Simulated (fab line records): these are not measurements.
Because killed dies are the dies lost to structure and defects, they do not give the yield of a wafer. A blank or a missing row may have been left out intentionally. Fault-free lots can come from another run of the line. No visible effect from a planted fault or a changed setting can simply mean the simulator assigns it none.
Chamber matching | flow n5-finfet | N5_BEOL_M0_SAQP_CUT_ETCH_46 on rie-diel-03: 4 sister chambers
The step etches SOC in N2/H2, target depth 135 nm, overetch 27 nm, time 202.5 s. 18 wafers are shown with their chamber, then 9 later ones without.

## EACH WAFER AND ITS CHAMBER
wafer  | chamber | drypump-motor-current-A (A) | showerhead-plenum-p-Torr (Torr) | rf-vpp-V (V)
L075.2 | 0       | 4.9                         | 2.45                            | 521.0
L075.4 | 3       | 6.3                         | 2.49                            | 520.6
L075.6 | 1       | 6.0                         | 2.54                            | 523.8
L080.1 | 0       | 4.9                         | 2.44                            | 519.4
L080.3 | 2       | 6.1                         | 2.61                            | 525.9
L080.5 | 3       | 6.3                         | 2.48                            | 523.7
L084.2 | 1       | 6.0                         | 2.54                            | 524.4
L084.5 | 2       | 6.1                         | 2.61                            | 525.8
L084.6 | 1       | 6.1                         | 2.54                            | 523.7
L085.2 | 2       | 6.1                         | 2.61                            | 526.0
L085.5 | 3       | 6.3                         | 2.48                            | 523.3
L085.6 | 2       | 6.1                         | 2.61                            | 526.9
L088.2 | 0       | 4.9                         | 2.44                            | 520.8
L088.3 | 3       | 6.3                         | 2.48                            | 523.0
L088.4 | 1       | 6.1                         | 2.53                            | 523.0
L093.2 | 0       | 4.9                         | 2.43                            | 519.7
L093.3 | 1       | 6.1                         | 2.53                            | 524.1
L093.4 | 3       | 6.3                         | 2.48                            | 523.0

SIGNATURES (averages over the wafers above)
reading                  | chamber 0 | chamber 1 | chamber 2 | chamber 3 | scatter within a chamber
drypump-motor-current-A  | 4.900     | 6.060     | 6.100     | 6.300     | 0.0293
showerhead-plenum-p-Torr | 2.4400    | 2.5360    | 2.6100    | 2.4820    | 0.00535
rf-vpp-V                 | 520.225   | 523.800   | 526.150   | 522.720   | 0.833
Rule: for a wafer and a chamber, the distance is found by dividing, reading by reading, the gap between the wafer's reading and the chamber's mean by the reading's scatter, squaring, summing and taking the root. If the next closest chamber is less than 2 further off than the closest, the wafer can't be placed; otherwise it belongs to the closest. How the scatter is found: for the shown wafers, subtract from each reading the mean of its chamber, square and add these, divide the total by (wafers less chambers), then take the root.

## WAFERS WITH NO CHAMBER GIVEN
wafer  | drypump-motor-current-A (A) | showerhead-plenum-p-Torr (Torr) | rf-vpp-V (V)
L094.3 | 6.0                         | 2.53                            | 523.6
L094.5 | 6.3                         | 2.47                            | 523.7
L094.6 | 4.9                         | 2.43                            | 520.6
L095.2 | 6.1                         | 2.53                            | 523.8
L095.5 | 4.9                         | 2.43                            | 523.3
L095.6 | 6.3                         | 2.47                            | 523.6
L096.1 | 4.9                         | 2.43                            | 521.0
L096.2 | 6.3                         | 2.47                            | 522.9
L096.5 | 6.3                         | 2.47                            | 522.1

## EACH ONE'S CHAMBER
wafer  | from the rows above | in truth
L094.3 | 1                   | 1
L094.5 | 3                   | 3
L094.6 | 0                   | 0
L095.2 | 1                   | 1
L095.5 | 0                   | 0
L095.6 | 3                   | 3
L096.1 | 0                   | 0
L096.2 | 3                   | 3
L096.5 | 3                   | 3
Correctly placed: 9 of 9. Can't be placed from these rows: 0. 0 placed wrongly.
